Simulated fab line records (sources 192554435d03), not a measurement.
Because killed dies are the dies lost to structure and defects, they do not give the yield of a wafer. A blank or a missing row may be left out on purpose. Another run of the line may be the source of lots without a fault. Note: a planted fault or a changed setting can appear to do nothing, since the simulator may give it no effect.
fab line records	flow n5_finfet
record: lots: 7	wafers: 39
route steps=1938 shown BEOL_M14@1753
start_h: hours from the record's opening day to when the first of the lot's shown wafers began	wait_h: hours from the lot's prior step to this one	" as in the row above	L1.1+2: a single row standing in for several wafers	- no value present, or no start provided	* or withheld: withheld	< > ~ a bound
route shown NAME@n: NAME is a module with steps in the file, n the number in the route of the first one	usual: the fault-free wafers' mean and standard deviation	same: alike in all rows	chamber/n: place in a boat	sites: each site's reading	_std_site: how widely they spread, as a standard deviation	_edge_site: mean of outer sites minus mean of inner sites	radius_mm: how far each site lies from the wafer's centre	mask NAME#n: copy n	behind: tool/chamber where the wafer was last shaped	hold: the reason the lot was held/the length of the hold in hours/how it ended	device: transistor that didn't switch, given as n, p or np	end of line: at the end of the route, the tests of the same wafers	for a step that has no rows: nothing shown but its recipe	killed: dies lost to structure and defects at the first sort, not the wafer's yield	map: the dies of a wafer, with x for killed, . for not killed, _ for no die there
set.NAME: setting as actually run; set.NAME@STEP: the setting as run at that earlier step	model.NAME: the simulator's own value behind a step, which no gauge read
lots run with intentionally changed settings; tables by step, rows by wafer
== steps ==
step: N5_BEOL_M14_TRENCH_ETCH_34
recipe: chemistry: C4F8/O2/Ar	target: SiO2	target_depth_a: 5566.5	mask_material: SOC	he_inner_torr: 15	he_outer_torr: 30	time_s: 126.9	ion_energy_ev: 800	pressure_mtorr: 20	source_w: 1905	bias_w: 2040	Ar_flow_sccm: 400	C4F8_flow_sccm: 16	O2_flow_sccm: 12
lot.wafer	tool	chamber	start_h	wait_h	set.time_s	model.etch.depth_nm
L077.1	rie_diel-01	1	274.87	0.0	126.9	558.9
L077.2	"	2	"	"	126.9	554.9
L077.3	"	0	"	"	126.9	539.4
L077.4	"	3	"	"	126.9	549.8
L077.5	"	2	"	"	126.9	552.8
L077.6	"	1	"	"	126.9	556.5
L081.3	rie_diel-01	3	305.44	0.0	126.9	554.5
L081.5	"	2	"	"	126.9	553.8
L081.6	"	3	"	"	126.9	553.4
L074.1	rie_diel-01	1	306.02	0.0	126.9	556.2
L074.2	"	3	"	"	126.9	550.1
L074.3	"	2	"	"	175.9	764
L074.4	"	0	"	"	175.9	744.9
L074.5	"	2	"	"	175.9	765.7
L074.6	"	1	"	"	126.9	557.2
L085.1	rie_diel-01	0	319.16	0.0	126.9	544.4
L085.2	"	3	"	"	146.4	635.6
L085.3	"	2	"	"	126.9	554.2
L085.4	"	1	"	"	146.4	648.5
L085.5	"	2	"	"	126.9	548.7
L085.6	"	3	"	"	146.4	637.3
L086.1	rie_diel-05	0	334.86	0.0	126.9	531.6
L086.2	"	1	"	"	126.9	571.7
L086.3	"	3	"	"	187.2	784
L086.4	"	2	"	"	187.2	864.4
L086.5	"	0	"	"	187.2	788.5
L086.6	"	3	"	"	126.9	530
L087.1	rie_diel-05	1	356.58	0.0	159.1	714
L087.2	"	0	"	"	126.9	538.1
L087.3	"	2	"	"	126.9	578.5
L087.4	"	3	"	"	159.1	672.9
L087.5	"	2	"	"	159.1	729.2
L087.6	"	1	"	"	126.9	573
L091.1	rie_diel-01	1	371.73	0.0	171.1	760.5
L091.2	"	2	"	"	126.9	559.4
L091.3	"	0	"	"	171.1	742.2
L091.4	"	3	"	"	126.9	553.6
L091.5	"	1	"	"	171.1	761.3
L091.6	"	2	"	"	126.9	561.9
step: N5_BEOL_M14_STRIP_70
recipe: chemistry: C4F8/O2/Ar	resist: SiARC	rf_frequency_hz: 6e+07
step: N5_BEOL_M14_OCD_MEAS_35
usual: trench_depth_nm: 555/15
lot.wafer	tool	chamber	start_h	wait_h	set.time_s@BEOL_M14_TRENCH_ETCH_34	trench_depth_nm
L077.1	ocd-02	-	275.02	0.0	126.9	559
L077.2	"	-	"	"	126.9	-
L077.3	"	-	"	"	126.9	-
L077.4	"	-	"	"	126.9	550
L077.5	"	-	"	"	126.9	553
L077.6	"	-	"	"	126.9	-
L081.3	ocd-02	-	305.60	0.0	126.9	555
L081.5	"	-	"	"	126.9	553
L081.6	"	-	"	"	126.9	553
L074.1	ocd-02	-	306.18	0.0	126.9	556
L074.2	"	-	"	"	126.9	550
L074.3	"	-	"	"	175.9	764
L074.4	"	-	"	"	175.9	744
L074.5	"	-	"	"	175.9	765
L074.6	"	-	"	"	126.9	557
L085.1	ocd-01	-	319.32	0.0	126.9	544
L085.2	"	-	"	"	146.4	635
L085.3	"	-	"	"	126.9	554
L085.4	"	-	"	"	146.4	648
L085.5	"	-	"	"	126.9	548
L085.6	"	-	"	"	146.4	637
L086.1	ocd-02	-	335.02	0.0	126.9	531
L086.2	"	-	"	"	126.9	572
L086.3	"	-	"	"	187.2	784
L086.4	"	-	"	"	187.2	865
L086.5	"	-	"	"	187.2	789
L086.6	"	-	"	"	126.9	529
L087.1	ocd-02	-	356.74	0.0	159.1	-
L087.2	"	-	"	"	126.9	538
L087.3	"	-	"	"	126.9	579
L087.4	"	-	"	"	159.1	673
L087.5	"	-	"	"	159.1	-
L087.6	"	-	"	"	126.9	-
L091.1	ocd-01	-	371.88	0.0	171.1	760
L091.2	"	-	"	"	126.9	559
L091.3	"	-	"	"	171.1	742
L091.4	"	-	"	"	126.9	554
L091.5	"	-	"	"	171.1	761
L091.6	"	-	"	"	126.9	562
step: N5_BEOL_M14_STRIP_37
recipe: chemistry: O2	power_w: 600	temp_c: 60	pressure_mtorr: 30	rf_frequency_hz: 6e+07	bias_power_w: 0	overash_fraction: 0.3	o2_flow_sccm: 225
step: N5_BEOL_M14_ETCH_38
recipe: chemistry: CF4/N2	target: SiCN	target_depth_a: 1065	taper_deg: 2	time_s: 120.6	ion_energy_ev: 150	mask_material: SiO2	pressure_mtorr: 40	source_w: 430	bias_w: 70	Ar_flow_sccm: 100	cf4_flow_sccm: 60	n2_flow_sccm: 60
step: N5_BEOL_M14_ECD_47
recipe: material: Cu	target_thk_a: 12480
step: N5_BEOL_M14_ANNEAL_48
recipe: temp_c: 225	time_s: 90	ambient: N2
step: N5_BEOL_M14_CMP_49
recipe: stop_on: SiO2	t_overpolish_s: 5.2	down_force_psi: 2	platen_rpm: 80	clearing_platen_down_force_psi: 2	clearing_platen_rpm: 80	post_cmp_clean: cu_alkaline	target_thk_nm: 560	clearing_platen_pad_velocity_m_s: 1.5917	pad_velocity_m_s: 1.5917
lot.wafer	tool	chamber	start_h	wait_h	set.time_s@BEOL_M14_TRENCH_ETCH_34	model.Cu_of_BEOL_M14_ECD_47.thk_nm
L077.3	cmp-04	2	276.25	0.2	126.9	542.4
L077.4	"	3	"	"	126.9	554
L077.2+6	"	0,2	"	"	126.9	558.4
L077.1	"	1	"	"	126.9	562.8
L077.5	"	3	"	"	126.9	555.4
L081.3	cmp-02	2	308.76	0.3	126.9	556.4
L081.5	"	0	"	"	126.9	557.2
L081.6	"	1	"	"	126.9	555.4
L074.4	cmp-02	2	309.08	0.1	175.9	745.2
L074.1	"	3	"	"	126.9	560.6
L074.2	"	0	"	"	126.9	552.8
L074.3	"	1	"	"	175.9	764.8
L074.5	"	2	"	"	175.9	766.8
L074.6	"	3	"	"	126.9	559.8
L085.3	cmp-03	3	323.71	0.2	126.9	558.8
L085.2	"	0	"	"	146.4	640.6
L085.4	"	1	"	"	146.4	654.2
L085.1	"	2	"	"	126.9	547.8
L085.5	"	3	"	"	126.9	552.4
L085.6	"	0	"	"	146.4	641.8
L086.2	cmp-02	0	337.30	0.2	126.9	575.8
L086.3	"	1	"	"	187.2	785.8
L086.4	"	2	"	"	187.2	865.8
L086.1	"	3	"	"	126.9	534.4
L086.5	"	0	"	"	187.2	792.8
L086.6	"	1	"	"	126.9	532.2
L087.3	cmp-03	1	359.06	0.2	126.9	584.4
L087.1	"	2	"	"	159.1	717
L087.4	"	3	"	"	159.1	675.6
L087.2	"	0	"	"	126.9	541.6
L087.6	"	1	"	"	126.9	577.6
L087.5	"	2	"	"	159.1	731.8
L091.2	cmp-04	3	373.11	0.2	126.9	563.6
L091.3	"	0	"	"	171.1	746.6
L091.1	"	1	"	"	171.1	766.2
L091.4	"	2	"	"	126.9	557.4
L091.6	"	3	"	"	126.9	566.8
L091.5	"	0	"	"	171.1	765.8
step: N5_BEOL_M14_THK_MEAS_50
recipe: thk_meas_gauge: xrf	reads: Cu_of_BEOL_M14_ECD_47
usual: M14_THK: 558/17
lot.wafer	tool	chamber	start_h	wait_h	set.time_s@BEOL_M14_TRENCH_ETCH_34	M14_THK[nm]
L077.1	film_metro-01	-	276.54	-	126.9	553
L077.2	"	-	"	"	126.9	-
L077.3	"	-	"	"	126.9	-
L077.4	"	-	"	"	126.9	545
L077.5	"	-	"	"	126.9	546
L077.6	"	-	"	"	126.9	-
L081.3	film_metro-01	-	308.98	-	126.9	553
L081.5	"	-	"	"	126.9	552
L081.6	"	-	"	"	126.9	551
L074.1	film_metro-02	-	309.38	-	126.9	570
L074.2	"	-	"	"	126.9	559
L074.3	"	-	"	"	175.9	782
L074.4	"	-	"	"	175.9	759
L074.5	"	-	"	"	175.9	781
L074.6	"	-	"	"	126.9	570
L085.1	film_metro-02	-	324.01	-	126.9	553
L085.2	"	-	"	"	146.4	646
L085.3	"	-	"	"	126.9	563
L085.4	"	-	"	"	146.4	660
L085.5	"	-	"	"	126.9	559
L085.6	"	-	"	"	146.4	651
L086.1	film_metro-02	-	337.59	-	126.9	540
L086.2	"	-	"	"	126.9	580
L086.3	"	-	"	"	187.2	800
L086.4	"	-	"	"	187.2	884
L086.5	"	-	"	"	187.2	806
L086.6	"	-	"	"	126.9	533
L087.1	film_metro-01	-	359.35	-	159.1	-
L087.2	"	-	"	"	126.9	532
L087.3	"	-	"	"	126.9	575
L087.4	"	-	"	"	159.1	663
L087.5	"	-	"	"	159.1	-
L087.6	"	-	"	"	126.9	-
L091.1	film_metro-01	-	373.40	-	171.1	759
L091.2	"	-	"	"	126.9	560
L091.3	"	-	"	"	171.1	742
L091.4	"	-	"	"	126.9	553
L091.5	"	-	"	"	171.1	760
L091.6	"	-	"	"	126.9	567
step: N5_BEOL_M14_PRE_CLEAN_52
recipe: gas: NH3	time_s: 15	temp_c: withheld	rf_power_w: 300
step: N5_BEOL_M14_DEP_53
recipe: material: SiCN	target_thk_a: 500	temp_c: withheld	precursor: 3MS/NH3	pressure_torr: 3	rf_w: 675	time_s: 17.8
step: N5_BEOL_M14_RS_MEAS_54
recipe: thk_meas_gauge: four-point-probe	reads: Cu_of_BEOL_M14_ECD_47+Ta_of_BEOL_M14_SPUTTER_44+TaN_of_BEOL_M14_SPUTTER_43
usual: M14_RS: 0.0333/0.00094
lot.wafer	tool	chamber	start_h	wait_h	set.time_s@BEOL_M14_TRENCH_ETCH_34	M14_RS[ohm/sq]
L077.1	film_metro-02	-	276.68	0.0	126.9	0.0330
L077.2	"	-	"	"	126.9	-
L077.3	"	-	"	"	126.9	-
L077.4	"	-	"	"	126.9	0.0336
L077.5	"	-	"	"	126.9	0.0335
L077.6	"	-	"	"	126.9	-
L081.3	film_metro-01	-	309.11	0.1	126.9	0.0334
L081.5	"	-	"	"	126.9	0.0333
L081.6	"	-	"	"	126.9	0.0334
L074.1	film_metro-01	-	309.51	0.0	126.9	0.0331
L074.2	"	-	"	"	126.9	0.0336
L074.3	"	-	"	"	175.9	0.0241
L074.4	"	-	"	"	175.9	0.0248
L074.5	"	-	"	"	175.9	0.0240
L074.6	"	-	"	"	126.9	0.0332
L085.1	film_metro-02	-	324.14	0.0	126.9	0.0340
L085.2	"	-	"	"	146.4	0.0289
L085.3	"	-	"	"	126.9	0.0334
L085.4	"	-	"	"	146.4	0.0283
L085.5	"	-	"	"	126.9	0.0336
L085.6	"	-	"	"	146.4	0.0289
L086.1	film_metro-01	-	337.72	0.0	126.9	0.0349
L086.2	"	-	"	"	126.9	0.0323
L086.3	"	-	"	"	187.2	0.0235
L086.4	"	-	"	"	187.2	0.0213
L086.5	"	-	"	"	187.2	0.0233
L086.6	"	-	"	"	126.9	0.0350
L087.1	film_metro-02	-	359.48	0.0	159.1	-
L087.2	"	-	"	"	126.9	0.0344
L087.3	"	-	"	"	126.9	0.0319
L087.4	"	-	"	"	159.1	0.0274
L087.5	"	-	"	"	159.1	-
L087.6	"	-	"	"	126.9	-
L091.1	film_metro-02	-	373.53	0.0	171.1	0.0241
L091.2	"	-	"	"	126.9	0.0330
L091.3	"	-	"	"	171.1	0.0248
L091.4	"	-	"	"	126.9	0.0333
L091.5	"	-	"	"	171.1	0.0242
L091.6	"	-	"	"	126.9	0.0328
== key ==
split: step: N5_BEOL_M14_TRENCH_ETCH_34	setting: time_s	stated: 126.9	by: wafer
response: step: N5_BEOL_M14_TRENCH_ETCH_34	reading: model.etch.depth_nm	change: +5.55	per: 1%	r: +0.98
response: step: N5_BEOL_M14_OCD_MEAS_35	reading: trench_depth_nm	change: +5.5	per: 1%	r: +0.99
response: step: N5_BEOL_M14_CMP_49	reading: model.Cu_of_BEOL_M14_ECD_47.thk_nm	change: +5.53	per: 1%	r: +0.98
response: step: N5_BEOL_M14_THK_MEAS_50	reading: M14_THK	change: +5.6	per: 1%	r: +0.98
response: step: N5_BEOL_M14_RS_MEAS_54	reading: M14_RS	change: -0.000243	per: 1%	r: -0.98
